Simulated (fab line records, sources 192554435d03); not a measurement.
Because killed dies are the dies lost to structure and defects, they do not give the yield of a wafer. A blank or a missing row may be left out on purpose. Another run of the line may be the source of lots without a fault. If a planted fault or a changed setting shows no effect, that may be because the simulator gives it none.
fab line records	flow n5_finfet
[record] lots = 24	wafers = 72	last_day = 18
route steps=1938 shown MOL_CONTACT_COAG@624 BEOL_M0_SAQP@633
lots that met no fault: from a run of the same line without faults
start_h: the number of hours between the record's first day and the start of the first shown wafer of the lot	wait_h: hours since the lot's step before	" identical to the entry in the row above	L1.1+2: a single row standing in for several wafers	- no value present, or no start provided	* or withheld: withheld	< > ~ a bound
route shown NAME@n: a module of which the file shows steps, and the number in the route of the first	usual: average and standard deviation across the fault-free wafers	same: alike in all rows	chamber/n: place in a boat	sites: readings site by site	_std_site: how widely they spread, as a standard deviation	_edge_site: outer sites' mean less inner sites'	radius_mm: how far each site lies from the wafer's centre	mask NAME#n: copy n	behind: tool/chamber where the wafer was last shaped	hold: the reason the lot was held/the length of the hold in hours/how it ended	device: the n, p or np transistor that did not switch	end of line: the same wafers' tests at the end of the route	a step given without rows: its recipe and nothing more	killed: dies that structure and defects cost at the first sort, which is not the same as the wafer's yield	map: the dies of a wafer, with x for killed, . for not killed, _ for no die there
set.NAME: the run value of the setting; set.NAME@STEP: its run value at that earlier step	model.NAME: the simulator's own value behind a step, which no gauge read
the route's steps for a sample of lots (tables are steps, rows are wafers)
services: from which hour (start_h, from the record's first day; less than 0 if before it) a tool's chamber was out of use, for how many hours, and why
[[steps]]
[step N5_MOL_CONTACT_COAG_CVD_140]
[recipe] material = W	target_thk_a = 665	mode = selective_fill	temp_c = 300	time_s = 215
[usual] heater_power_w = 514/77
lot.wafer	tool	chamber	start_h	wait_h	heater_power_w
L074.2	cvd_w-02	1	106.15	0.1	400
L074.3	"	1	"	"	407
L074.6	"	0	"	"	485
L075.1	cvd_w-02	0	111.02	0.1	483
L075.2	"	1	"	"	414
L075.3	"	0	"	"	487
L076.1	cvd_w-01	0	113.60	0.1	576
L076.3	"	0	"	"	582
L076.4	"	1	"	"	606
L077.2	cvd_w-01	0	117.58	0.1	582
L077.3	"	1	"	"	594
L077.4	"	0	"	"	571
L078.1	cvd_w-02	0	128.74	0.1	474
L078.2	"	1	"	"	409
L078.5	"	0	"	"	485
L079.2	cvd_w-01	1	131.03	0.1	588
L079.4	"	1	"	"	599
L079.5	"	0	"	"	580
L080.1	cvd_w-01	0	135.67	0.1	579
L080.3	"	1	"	"	601
L080.5	"	0	"	"	570
L081.2	cvd_w-02	0	139.24	0.1	484
L081.3	"	0	"	"	490
L081.6	"	1	"	"	398
L082.3	cvd_w-01	1	147.56	0.1	594
L082.4	"	0	"	"	588
L082.5	"	1	"	"	585
L083.3	cvd_w-01	0	154.81	0.1	582
L083.5	"	0	"	"	580
L083.6	"	1	"	"	587
L084.2	cvd_w-02	0	169.39	0.1	498
L084.5	"	1	"	"	414
L084.6	"	0	"	"	495
L086.1	cvd_w-02	0	173.30	0.1	499
L086.3	"	1	"	"	411
L086.5	"	0	"	"	491
L085.3	cvd_w-01	1	174.16	0.1	592
L085.4	"	0	"	"	587
L085.6	"	0	"	"	575
L087.2	cvd_w-02	1	175.91	0.1	422
L087.4	"	0	"	"	484
L087.5	"	1	"	"	414
L088.1	cvd_w-02	1	185.88	0.1	397
L088.2	"	0	"	"	494
L088.4	"	1	"	"	410
L089.1	cvd_w-02	1	192.97	0.1	394
L089.5	"	1	"	"	404
L089.6	"	0	"	"	501
L090.3	cvd_w-02	1	196.83	0.1	413
L090.5	"	1	"	"	402
L090.6	"	0	"	"	484
L091.1	cvd_w-02	1	203.88	0.1	404
L091.4	"	0	"	"	496
L091.5	"	1	"	"	416
L092.4	cvd_w-01	0	213.95	0.1	581
L092.5	"	0	"	"	591
L092.6	"	1	"	"	606
L093.2	cvd_w-02	1	216.17	0.1	403
L093.3	"	1	"	"	410
L093.4	"	0	"	"	483
L094.1	cvd_w-02	1	224.38	0.1	408
L094.4	"	1	"	"	410
L094.5	"	0	"	"	500
L095.2	cvd_w-01	0	225.49	0.1	597
L095.4	"	1	"	"	611
L095.6	"	1	"	"	603
L096.1	cvd_w-01	0	232.19	0.1	591
L096.5	"	0	"	"	586
L096.6	"	1	"	"	610
L097.1	cvd_w-01	0	234.96	0.1	586
L097.3	"	1	"	"	603
L097.5	"	0	"	"	599
[step N5_BEOL_M0_SAQP_ILD_DEP_01]
[recipe] material = SiOC	target_thk_a = 454.19	temp_c = 350	precursor = DEMS/O2	pressure_torr = 5	rf_w = 500	time_s = 8.7
[usual] heater_power_w = 489/61	showerhead_plenum_p_Torr = 5.697/0.014	showerhead_vpp_V = 1356/43	throttle_valve_pct = 12.0/0.41
lot.wafer	tool	chamber	start_h	wait_h	heater_power_w	showerhead_plenum_p_Torr	showerhead_vpp_V	throttle_valve_pct
L074.2	pecvd-04	0	110.20	0.0	412	5.691	1309	12.6
L074.3	"	1	"	"	479	5.686	1388	12.2
L074.6	"	0	"	"	400	5.683	1318	12.2
L075.1	pecvd-01	2	115.04	0.0	405	5.700	1245	12.7
L075.2	"	1	"	"	525	5.699	1344	12.4
L075.3	"	0	"	"	552	5.694	1428	11.6
L076.1	pecvd-02	0	118.04	0.0	580	5.728	1345	11.9
L076.3	"	2	"	"	509	5.695	1351	11.8
L076.4	"	2	"	"	508	5.698	1382	11.6
L077.2	pecvd-02	2	121.60	0.0	446	5.703	1366	11.5
L077.3	"	0	"	"	550	5.716	1345	12.3
L077.4	"	1	"	"	399	5.703	1370	11.6
L078.1	pecvd-04	2	132.77	0.0	500	5.675	1375	12.2
L078.2	"	1	"	"	541	5.692	1365	12.2
L078.5	"	0	"	"	458	5.695	1334	12.6
L079.2	pecvd-01	1	135.76	0.0	587	5.698	1343	12.4
L079.4	"	1	"	"	596	5.705	1348	12.5
L079.5	"	0	"	"	539	5.694	1421	11.5
L080.1	pecvd-01	2	139.70	0.0	426	5.681	1246	12.7
L080.3	"	1	"	"	592	5.694	1321	12.5
L080.5	"	0	"	"	495	5.670	1428	11.8
L081.2	pecvd-02	0	143.27	0.0	543	5.717	1338	12.3
L081.3	"	2	"	"	507	5.689	1364	11.6
L081.6	"	0	"	"	558	5.692	1370	11.9
L082.3	pecvd-02	1	151.51	0.0	454	5.709	1370	11.4
L082.4	"	0	"	"	582	5.704	1355	12.1
L082.5	"	1	"	"	447	5.728	1387	11.6
L083.3	pecvd-01	2	158.75	0.0	422	5.707	1227	12.6
L083.5	"	1	"	"	543	5.704	1338	12.4
L083.6	"	2	"	"	438	5.691	1232	13.0
L084.2	pecvd-02	0	173.73	0.0	519	5.711	1357	12.0
L084.5	"	0	"	"	545	5.705	1363	12.0
L084.6	"	2	"	"	506	5.687	1360	11.6
L086.1	pecvd-02	2	177.32	0.0	465	5.691	1374	11.6
L086.3	"	0	"	"	555	5.729	1356	12.4
L086.5	"	1	"	"	467	5.700	1368	11.5
L085.3	pecvd-02	1	180.34	0.0	442	5.701	1350	11.5
L085.4	"	2	"	"	515	5.700	1364	11.7
L085.6	"	1	"	"	462	5.705	1377	11.2
L087.2	pecvd-01	2	180.34	0.0	421	5.687	1239	12.7
L087.4	"	0	"	"	462	5.682	1395	11.9
L087.5	"	1	"	"	597	5.690	1325	12.2
L088.1	pecvd-04	0	189.90	0.0	447	5.682	1324	12.5
L088.2	"	1	"	"	477	5.693	1372	12.2
L088.4	"	1	"	"	465	5.688	1407	12.2
L089.1	pecvd-01	1	197.01	0.0	575	5.691	1342	12.3
L089.5	"	1	"	"	583	5.706	1318	12.5
L089.6	"	0	"	"	475	5.685	1410	11.8
L090.3	pecvd-02	1	200.78	0.0	381	5.717	1385	11.6
L090.5	"	1	"	"	389	5.718	1351	11.6
L090.6	"	2	"	"	502	5.686	1376	11.8
L091.1	pecvd-04	1	207.90	0.0	458	5.690	1413	12.0
L091.4	"	0	"	"	423	5.696	1329	12.3
L091.5	"	1	"	"	466	5.689	1382	11.9
L092.4	pecvd-02	1	217.91	0.0	374	5.723	1372	11.5
L092.5	"	0	"	"	513	5.695	1353	12.1
L092.6	"	2	"	"	524	5.707	1362	11.8
L093.2	pecvd-02	0	220.94	0.0	562	5.715	1332	12.2
L093.3	"	2	"	"	506	5.698	1362	11.8
L093.4	"	0	"	"	556	5.706	1344	12.4
L094.1	pecvd-04	0	228.41	0.0	425	5.686	1320	12.3
L094.4	"	1	"	"	473	5.686	1408	11.9
L094.5	"	0	"	"	421	5.680	1335	12.6
L097.1	pecvd-02	2	243.37	0.0	495	5.683	1344	11.7
L097.3	"	1	"	"	416	5.721	1383	11.6
L097.5	"	0	"	"	483	5.707	1361	12.4
L095.2	pecvd-04	1	243.38	0.0	482	5.688	1409	12.1
L095.4	"	0	"	"	351	5.694	1312	12.5
L095.6	"	1	"	"	486	5.696	1407	12.1
L096.1	pecvd-02	2	243.67	0.0	429	5.696	1354	12.0
L096.5	"	1	"	"	376	5.690	1385	11.4
L096.6	"	0	"	"	577	5.707	1360	12.2
[step N5_BEOL_M0_SAQP_HM_DEP_02]
[recipe] material = TiN	target_thk_a = 120	temp_c = 25	chamber_pressure_pa = 0.49996
[usual] throttle_valve_pct = 30.8/0.74
lot.wafer	tool	chamber	start_h	wait_h	throttle_valve_pct
L074.2	pvd_sputter-01	-	112.93	2.7	31.9
L074.3	"	-	"	"	30.6
L074.6	"	-	"	"	30.5
L075.1	pvd_sputter-01	-	116.63	1.6	31.7
L075.2	"	-	"	"	30.8
L075.3	"	-	"	"	31.3
L076.1	pvd_sputter-01	-	121.44	3.4	30.5
L076.3	"	-	"	"	30.5
L076.4	"	-	"	"	31.4
L077.2	pvd_sputter-01	-	122.06	0.4	31.2
L077.3	"	-	"	"	32.1
L077.4	"	-	"	"	30.3
L078.1	pvd_sputter-01	-	133.16	0.4	30.6
L078.2	"	-	"	"	30.4
L078.5	"	-	"	"	31.3
L079.2	pvd_sputter-03	-	137.69	1.9	30.4
L079.4	"	-	"	"	29.4
L079.5	"	-	"	"	30.0
L080.1	pvd_sputter-03	-	139.75	0.0	31.2
L080.3	"	-	"	"	30.4
L080.5	"	-	"	"	30.8
L081.2	pvd_sputter-02	-	144.40	1.1	31.3
L081.3	"	-	"	"	32.1
L081.6	"	-	"	"	30.1
L082.3	pvd_sputter-03	-	151.88	0.4	31.3
L082.4	"	-	"	"	30.3
L082.5	"	-	"	"	31.1
L083.3	pvd_sputter-01	-	160.40	1.6	30.3
L083.5	"	-	"	"	30.8
L083.6	"	-	"	"	30.8
L084.2	pvd_sputter-03	-	177.13	3.4	31.2
L084.5	"	-	"	"	30.4
L084.6	"	-	"	"	29.5
L086.1	pvd_sputter-03	-	177.89	0.5	30.6
L086.3	"	-	"	"	30.0
L086.5	"	-	"	"	30.0
L085.3	pvd_sputter-03	-	181.19	0.8	31.0
L085.4	"	-	"	"	29.3
L085.6	"	-	"	"	31.0
L087.2	pvd_sputter-02	-	181.20	0.8	30.8
L087.4	"	-	"	"	32.1
L087.5	"	-	"	"	32.2
L088.1	pvd_sputter-03	-	191.05	1.1	29.4
L088.2	"	-	"	"	30.1
L088.4	"	-	"	"	31.0
L089.1	pvd_sputter-02	-	198.11	1.1	32.3
L089.5	"	-	"	"	30.1
L089.6	"	-	"	"	31.1
L090.3	pvd_sputter-01	-	202.07	1.3	31.7
L090.5	"	-	"	"	31.2
L090.6	"	-	"	"	31.9
L091.1	pvd_sputter-02	-	208.39	0.5	32.0
L091.4	"	-	"	"	31.3
L091.5	"	-	"	"	30.4
L092.4	pvd_sputter-03	-	218.39	0.5	30.7
L092.5	"	-	"	"	29.4
L092.6	"	-	"	"	31.1
L093.2	pvd_sputter-01	-	221.66	0.7	32.0
L093.3	"	-	"	"	30.4
L093.4	"	-	"	"	31.3
L094.1	pvd_sputter-01	-	228.67	0.2	31.9
L094.4	"	-	"	"	30.4
L094.5	"	-	"	"	30.4
L097.1	pvd_sputter-03	-	243.85	0.5	29.4
L097.3	"	-	"	"	31.2
L097.5	"	-	"	"	30.5
L095.2	pvd_sputter-03	-	243.95	0.6	30.2
L095.4	"	-	"	"	31.0
L095.6	"	-	"	"	31.1
L096.1	pvd_sputter-02	-	244.16	0.5	32.1
L096.5	"	-	"	"	31.6
L096.6	"	-	"	"	31.5
[step N5_BEOL_M0_SAQP_HM_DEP_111]
[recipe] material = SiO2	target_thk_a = 120	temp_c = 400	precursor = SiH4/N2O	pressure_torr = 0.75	rf_w = 275	time_s = 7.2
[usual] heater_power_w = 785/82	showerhead_plenum_p_Torr = 8.15/0.11	showerhead_vpp_V = 1008/32
lot.wafer	tool	chamber	start_h	wait_h	heater_power_w	showerhead_plenum_p_Torr	showerhead_vpp_V
L074.2	pecvd-02	1	113.30	0.0	617	8.31	1029
L074.3	"	2	"	"	819	8.12	1018
L074.6	"	2	"	"	841	8.12	1012
L075.1	pecvd-02	0	117.00	0.0	933	8.31	1000
L075.2	"	2	"	"	698	8.10	1008
L075.3	"	1	"	"	745	8.32	1029
L076.1	pecvd-01	0	121.81	0.0	889	8.05	1039
L076.3	"	2	"	"	664	8.08	916
L076.4	"	2	"	"	661	8.07	939
L077.2	pecvd-04	0	122.43	0.0	747	8.12	977
L077.3	"	2	"	"	826	7.97	1034
L077.4	"	2	"	"	836	7.96	1028
L078.1	pecvd-04	2	133.54	0.0	851	7.97	1015
L078.2	"	1	"	"	830	8.10	1028
L078.5	"	0	"	"	620	8.11	974
L079.2	pecvd-01	1	138.06	0.0	785	8.21	990
L079.4	"	0	"	"	794	8.04	1030
L079.5	"	2	"	"	593	8.08	902
L080.1	pecvd-02	1	140.12	0.0	654	8.31	1032
L080.3	"	0	"	"	778	8.32	1023
L080.5	"	0	"	"	806	8.30	1002
L081.2	pecvd-02	2	144.77	0.0	812	8.13	992
L081.3	"	1	"	"	728	8.31	1036
L081.6	"	2	"	"	830	8.15	1011
L082.3	pecvd-02	0	152.26	0.0	859	8.32	999
L082.4	"	1	"	"	724	8.32	1029
L082.5	"	0	"	"	854	8.30	1029
L083.3	pecvd-01	0	160.77	0.0	754	8.03	1040
L083.5	"	0	"	"	776	8.04	1022
L083.6	"	1	"	"	768	8.20	991
L084.2	pecvd-01	2	177.49	0.0	684	8.06	933
L084.5	"	2	"	"	678	8.06	919
L084.6	"	0	"	"	891	8.02	1026
L086.1	pecvd-04	0	178.25	0.0	751	8.10	998
L086.3	"	1	"	"	857	8.15	1033
L086.5	"	1	"	"	875	8.12	1032
L085.3	pecvd-02	0	181.55	0.0	856	8.30	989
L085.4	"	0	"	"	853	8.33	1007
L085.6	"	1	"	"	707	8.30	1017
L087.2	pecvd-04	2	181.57	0.0	896	7.97	1022
L087.4	"	2	"	"	897	7.97	1030
L087.5	"	1	"	"	856	8.12	1026
L088.1	pecvd-02	2	191.52	0.0	721	8.14	1021
L088.2	"	1	"	"	691	8.29	1026
L088.4	"	0	"	"	889	8.34	1000
L089.1	pecvd-04	0	198.48	0.0	748	8.10	958
L089.5	"	0	"	"	729	8.10	946
L089.6	"	1	"	"	848	8.12	1029
L090.3	pecvd-04	2	202.44	0.0	805	7.96	1025
L090.5	"	0	"	"	636	8.11	981
L090.6	"	2	"	"	808	7.98	1036
L091.1	pecvd-01	2	208.76	0.0	706	8.07	905
L091.4	"	0	"	"	841	8.02	1047
L091.5	"	1	"	"	830	8.20	990
L092.4	pecvd-02	1	218.78	0.1	759	8.32	1039
L092.5	"	0	"	"	820	8.31	1004
L092.6	"	2	"	"	806	8.11	1008
L093.2	pecvd-01	1	222.03	0.0	899	8.20	980
L093.3	"	1	"	"	891	8.22	1017
L093.4	"	0	"	"	805	8.02	1042
L094.1	pecvd-02	2	229.04	0.0	819	8.16	1016
L094.4	"	0	"	"	856	8.33	1028
L094.5	"	2	"	"	797	8.12	995
L097.1	pecvd-01	0	244.22	0.0	742	8.03	1053
L097.3	"	1	"	"	831	8.22	990
L097.5	"	0	"	"	741	8.02	1043
L095.2	pecvd-01	1	244.41	0.0	913	8.19	983
L095.4	"	0	"	"	834	8.02	1044
L095.6	"	1	"	"	931	8.20	992
L096.1	pecvd-04	1	244.52	0.0	787	8.13	1044
L096.5	"	1	"	"	809	8.12	1053
L096.6	"	0	"	"	721	8.10	965
[step N5_BEOL_M0_SAQP_STRIP_86]
[recipe] chemistry = N2/H2	power_w = 500	temp_c = 40	pressure_mtorr = 50	rf_frequency_hz = 6e+07	overash_fraction = 0.3	bias_power_w = 28	h2_frac = 0.5	n2_flow_sccm = 300	h2_flow_sccm = 300
[usual] bias_power_w = 28.00/0.094	drypump_motor_current_A = 5.7/0.36	oes_product_au = 0.76/0.073	rf_vpp_V = 121.9/1.6	showerhead_plenum_p_Torr = 3.37/0.11	throttle_valve_pct = 18.8/0.33
lot.wafer	tool	chamber	start_h	wait_h	bias_power_w	drypump_motor_current_A	oes_product_au	rf_hours_counter_h	rf_vpp_V	showerhead_plenum_p_Torr	throttle_valve_pct
L074.2	rie_diel-06	2	114.24	0.1	28.06	5.9	0.74	180	122.4	3.48	18.7
L074.3	"	3	"	"	27.99	5.2	0.78	143	122.7	3.50	18.4
L074.6	"	3	"	"	27.95	5.2	0.77	-	119.4	3.50	18.4
L075.1	rie_diel-05	3	117.79	0.1	28.05	5.7	0.84	66	121.6	3.27	18.4
L075.2	"	2	"	"	28.00	5.1	0.91	32	121.4	3.41	18.4
L075.3	"	1	"	"	27.90	5.5	0.71	166	119.0	3.22	19.2
L076.1	rie_diel-06	0	122.59	0.1	28.07	5.8	0.71	224	123.5	3.47	18.8
L076.3	"	1	"	"	27.89	5.8	0.75	133	120.7	3.23	18.7
L076.4	"	2	"	"	28.12	6.0	0.73	182	123.5	3.47	18.7
L077.2	rie_diel-05	0	123.21	0.1	28.12	6.0	0.73	178	121.3	3.47	19.3
L077.3	"	2	"	"	27.89	5.1	0.90	33	122.5	3.41	18.4
L077.4	"	1	"	"	27.93	5.6	0.72	168	121.7	3.21	19.1
L078.1	rie_diel-06	1	134.45	0.1	28.01	5.8	0.75	138	119.1	3.23	18.8
L078.2	"	3	"	"	27.93	5.2	0.77	149	125.1	3.50	18.4
L078.5	"	1	"	"	27.99	5.8	0.75	-	121.0	3.23	18.8
L079.2	rie_diel-04	0	138.85	0.1	27.88	5.6	0.84	47	120.7	3.29	18.8
L079.4	"	0	"	"	27.99	5.6	0.85	-	122.3	3.29	18.8
L079.5	"	1	"	"	27.91	5.9	0.68	-	124.3	3.46	18.7
L080.1	rie_diel-04	2	141.17	0.2	28.04	6.5	0.65	293	120.3	3.29	19.2
L080.3	"	0	"	"	27.88	5.6	0.85	48	121.8	3.29	18.8
L080.5	"	1	"	"	27.97	5.9	0.69	-	124.3	3.46	18.7
L081.2	rie_diel-06	1	145.69	0.1	28.09	5.8	0.75	141	121.0	3.23	18.7
L081.3	"	0	"	"	27.89	5.7	0.71	231	121.5	3.46	18.8
L081.6	"	3	"	"	27.95	5.2	0.76	-	120.4	3.49	18.4
L082.3	rie_diel-06	1	153.33	0.1	28.04	5.8	0.75	144	118.8	3.23	18.8
L082.4	"	0	"	"	27.84	5.8	0.71	234	125.0	3.46	18.8
L082.5	"	1	"	"	27.91	5.8	0.74	-	123.0	3.23	18.7
L083.3	rie_diel-04	1	161.68	0.1	28.17	5.9	0.69	229	125.4	3.46	18.7
L083.5	"	0	"	"	28.08	5.6	0.84	-	121.8	3.28	18.8
L083.6	"	1	"	"	28.08	5.9	0.68	-	124.0	3.46	18.7
L084.2	rie_diel-05	0	178.50	0.2	27.89	6.0	0.73	193	121.0	3.47	19.3
L084.5	"	3	"	"	28.03	5.7	0.84	-	118.8	3.26	18.4
L084.6	"	0	"	"	28.07	6.0	0.72	-	121.7	3.47	19.3
L086.1	rie_diel-06	0	179.42	0.1	28.11	5.7	0.70	241	121.7	3.46	18.8
L086.3	"	2	"	"	28.01	5.9	0.71	200	124.1	3.46	18.7
L086.5	"	0	"	"	28.08	5.7	0.69	-	123.1	3.46	18.8
L085.3	rie_diel-04	0	182.46	0.1	28.11	5.6	0.82	61	121.1	3.28	18.8
L085.4	"	1	"	"	28.03	5.9	0.68	233	121.7	3.45	18.7
L085.6	"	0	"	"	27.95	5.6	0.82	-	121.0	3.28	18.8
L087.2	rie_diel-04	2	182.72	0.1	28.05	6.5	0.98	3	123.5	3.28	18.8
L087.4	"	3	"	"	27.91	5.1	0.78	144	122.4	3.37	19.3
L087.5	"	0	"	"	28.04	5.6	0.83	-	120.3	3.28	18.8
L088.1	rie_diel-04	1	192.81	0.1	28.10	5.9	0.67	236	122.7	3.45	18.7
L088.2	"	0	"	"	28.06	5.6	0.83	64	120.6	3.28	18.8
L088.4	"	2	"	"	27.66	6.5	0.97	6	120.9	3.28	18.8
L089.1	rie_diel-06	2	199.38	0.1	28.07	6.0	0.71	208	121.0	3.46	18.7
L089.5	"	0	"	"	27.87	5.8	0.69	-	123.2	3.45	18.9
L089.6	"	3	"	"	27.93	5.2	0.75	-	124.7	3.48	18.4
L090.3	rie_diel-05	0	203.44	0.1	28.14	6.0	0.71	201	122.8	3.46	19.3
L090.5	"	2	"	"	27.96	5.1	0.86	-	124.3	3.40	18.4
L090.6	"	1	"	"	27.89	5.5	0.70	-	120.7	3.20	19.2
L091.1	rie_diel-05	1	209.77	0.1	28.12	5.5	0.70	195	122.6	3.20	19.2
L091.4	"	0	"	"	27.89	6.0	0.72	203	123.3	3.46	19.4
L091.5	"	0	"	"	28.01	6.0	0.71	-	121.4	3.46	19.3
L092.4	rie_diel-05	2	220.15	0.2	28.09	5.1	0.86	63	124.3	3.39	18.4
L092.5	"	3	"	"	28.11	5.7	0.82	-	123.7	3.26	18.4
L092.6	"	0	"	"	27.88	6.0	0.72	-	123.0	3.46	19.4
L093.2	rie_diel-05	3	223.08	0.1	28.05	5.6	0.80	98	120.2	3.26	18.5
L093.3	"	0	"	"	28.02	6.0	0.70	206	121.6	3.46	19.4
L093.4	"	2	"	"	27.92	5.1	0.86	63	124.2	3.39	18.5
L094.1	rie_diel-05	3	230.04	0.1	28.04	5.6	0.82	101	121.6	3.26	18.5
L094.4	"	1	"	"	28.01	5.5	0.71	201	122.6	3.20	19.2
L094.5	"	0	"	"	28.03	6.0	0.71	-	124.0	3.46	19.4
L097.1	rie_diel-05	0	245.06	0.1	28.09	6.0	0.71	213	122.7	3.46	19.4
L097.3	"	3	"	"	28.11	5.7	0.81	105	120.3	3.25	18.5
L097.5	"	2	"	"	28.03	5.1	0.85	-	122.8	3.39	18.5
L095.2	rie_diel-05	1	245.35	0.1	28.00	5.5	0.71	204	120.6	3.20	19.2
L095.4	"	0	"	"	28.04	6.0	0.71	213	122.9	3.45	19.3
L095.6	"	0	"	"	28.10	6.0	0.70	-	120.5	3.46	19.4
L096.1	rie_diel-06	3	245.51	0.1	28.13	5.2	0.73	185	120.0	3.47	18.5
L096.5	"	3	"	"	28.09	5.2	0.74	-	122.0	3.48	18.5
L096.6	"	2	"	"	28.23	5.9	0.70	-	122.9	3.45	18.8
[step N5_BEOL_M0_SAQP_ETCH_102]
[recipe] chemistry = CF4	target = SiO2	target_depth_a = 40	ion_energy_ev = 350	time_s = 4.4	pressure_mtorr = 10	icp_w = 800	bias_w = 400	cf4_flow_sccm = 80
[usual] drypump_motor_current_A = 5.8/0.4	oes_product_au = 1.006/0.018	throttle_valve_pct = 21.73/0.18
lot.wafer	tool	chamber	start_h	wait_h	drypump_motor_current_A	oes_product_au	rf_hours_counter_h	throttle_valve_pct
L074.2	rie_si-01	3	115.57	0.1	5.9	1.017	62	21.71
L074.3	"	1	"	"	5.3	1.025	2	21.96
L074.6	"	3	"	"	5.9	1.018	-	21.74
L075.1	rie_si-04	3	119.12	0.1	6.0	1.000	23	21.62
L075.2	"	2	"	"	6.2	1.032	95	21.84
L075.3	"	0	"	"	5.9	1.014	20	21.34
L076.1	rie_si-04	2	124.11	0.1	6.3	1.028	95	21.83
L076.3	"	0	"	"	5.9	1.013	20	21.37
L076.4	"	2	"	"	6.2	1.036	-	21.85
L077.2	rie_si-02	2	124.55	0.1	5.2	1.011	2	21.87
L077.3	"	0	"	"	6.2	0.981	141	21.86
L077.4	"	3	"	"	6.1	1.013	144	21.50
L078.1	rie_si-02	3	137.81	0.1	6.1	1.009	144	21.49
L078.2	"	1	"	"	5.9	1.003	178	21.90
L078.5	"	1	"	"	5.9	0.997	-	21.88
L079.2	rie_si-02	1	140.35	0.1	5.9	1.006	179	21.91
L079.4	"	3	"	"	6.1	1.024	144	21.47
L079.5	"	1	"	"	5.9	1.009	-	21.89
L080.1	rie_si-01	3	142.77	0.1	5.9	1.011	63	21.74
L080.3	"	1	"	"	5.3	1.022	3	21.98
L080.5	"	0	"	"	6.1	0.970	-	21.79
L081.2	rie_si-01	0	147.03	0.1	6.1	0.962	189	21.81
L081.3	"	1	"	"	5.3	1.021	3	21.97
L081.6	"	1	"	"	5.3	1.028	-	21.98
L082.3	rie_si-02	3	155.82	0.1	6.1	1.014	144	21.48
L082.4	"	0	"	"	6.1	0.988	142	21.86
L082.5	"	0	"	"	6.1	0.997	-	21.86
L083.3	rie_si-04	0	163.04	0.1	5.9	1.021	20	21.35
L083.5	"	0	"	"	5.9	1.019	-	21.36
L083.6	"	3	"	"	6.0	1.009	-	21.63
L084.2	rie_si-01	3	180.34	0.1	5.9	1.017	64	21.72
L084.5	"	0	"	"	6.1	0.961	-	21.81
L084.6	"	3	"	"	5.9	1.022	-	21.73
L086.1	rie_si-04	3	180.75	0.1	6.0	1.001	24	21.63
L086.3	"	2	"	"	6.2	1.027	96	21.85
L086.5	"	0	"	"	5.9	1.025	-	21.36
L085.3	rie_si-01	1	183.79	0.1	5.3	1.028	4	21.96
L085.4	"	2	"	"	4.6	1.000	1	21.60
L085.6	"	1	"	"	5.3	1.025	-	21.96
L087.2	rie_si-02	0	184.05	0.1	6.2	0.986	142	21.84
L087.4	"	3	"	"	6.1	1.017	145	21.48
L087.5	"	0	"	"	6.2	0.997	-	21.87
L088.1	rie_si-04	3	194.49	0.1	6.0	1.008	24	21.64
L088.2	"	1	"	"	5.6	1.013	1	21.80
L088.4	"	2	"	"	6.2	1.051	96	21.86
L089.1	rie_si-04	3	200.72	0.1	6.0	0.998	24	21.61
L089.5	"	3	"	"	6.0	0.998	-	21.63
L089.6	"	2	"	"	6.2	1.035	-	21.85
L090.3	rie_si-04	2	204.80	0.1	6.2	1.035	97	21.84
L090.5	"	3	"	"	6.0	0.988	-	21.62
L090.6	"	0	"	"	5.9	1.021	-	21.37
L091.1	rie_si-01	2	211.10	0.1	4.6	0.998	2	21.60
L091.4	"	3	"	"	5.9	1.005	-	21.74
L091.5	"	1	"	"	5.3	1.021	-	21.96
L092.4	rie_si-04	2	221.95	0.1	6.2	1.023	97	21.82
L092.5	"	3	"	"	6.0	0.991	-	21.63
L092.6	"	2	"	"	6.2	1.027	-	21.85
L093.2	rie_si-01	2	224.58	0.1	4.6	0.992	2	21.62
L093.3	"	1	"	"	5.2	1.019	5	21.98
L093.4	"	0	"	"	6.1	0.982	0	21.75
L094.1	rie_si-02	1	231.56	0.1	5.9	1.000	180	21.91
L094.4	"	0	"	"	6.2	0.982	143	21.84
L094.5	"	1	"	"	5.9	1.005	-	21.90
L097.1	rie_si-02	2	248.57	0.1	5.2	1.012	4	21.91
L097.3	"	0	"	"	6.1	0.989	143	21.86
L097.5	"	3	"	"	6.1	1.016	-	21.48
L095.2	rie_si-04	3	248.89	0.1	6.0	0.995	25	21.63
L095.4	"	2	"	"	6.2	1.023	97	21.86
L095.6	"	3	"	"	5.9	1.005	-	21.63
L096.1	rie_si-01	3	248.97	0.1	5.9	1.004	65	21.73
L096.5	"	3	"	"	5.9	1.011	-	21.74
L096.6	"	0	"	"	6.1	0.973	-	21.73
[[services]]
tool	chamber	start_h	hours	kind
rie_si-04	1	84.41	-	clean
rie_si-04	1	84.41	16.5	scheduled_down
rie_si-04	1	84.41	16.5	vent_cycle
rie_diel-04	0	85.45	2.4	repair
rie_si-04	0	91.66	9.6	repair
rie_si-01	2	97.63	53.2	repair
rie_si-02	-	98.57	0.3	repair
rie_diel-05	0	105.22	2.4	repair
pvd_sputter-02	-	115.51	1.1	repair
rie_si-04	1	118.55	12.5	repair
pecvd-01	0	118.69	2.1	scheduled_down
rie_diel-05	0	149.24	2.4	repair
rie_diel-04	0	150.26	5.2	repair
pecvd-02	2	152.88	5.5	scheduled_down
pecvd-04	-	154.32	2.8	pm
pecvd-02	0	158.34	4.6	scheduled_down
pecvd-02	1	173.68	2.1	scheduled_down
rie_diel-06	1	175.19	8.7	repair
rie_si-01	1	184.56	6.1	repair
pecvd-04	0	190.36	5.5	scheduled_down
rie_si-02	-	198.43	0.5	repair
cvd_w-01	-	215.21	2.8	pm
pecvd-01	2	220.00	-	clean
pecvd-04	2	234.50	16.5	scheduled_down
[[key]]
fault none
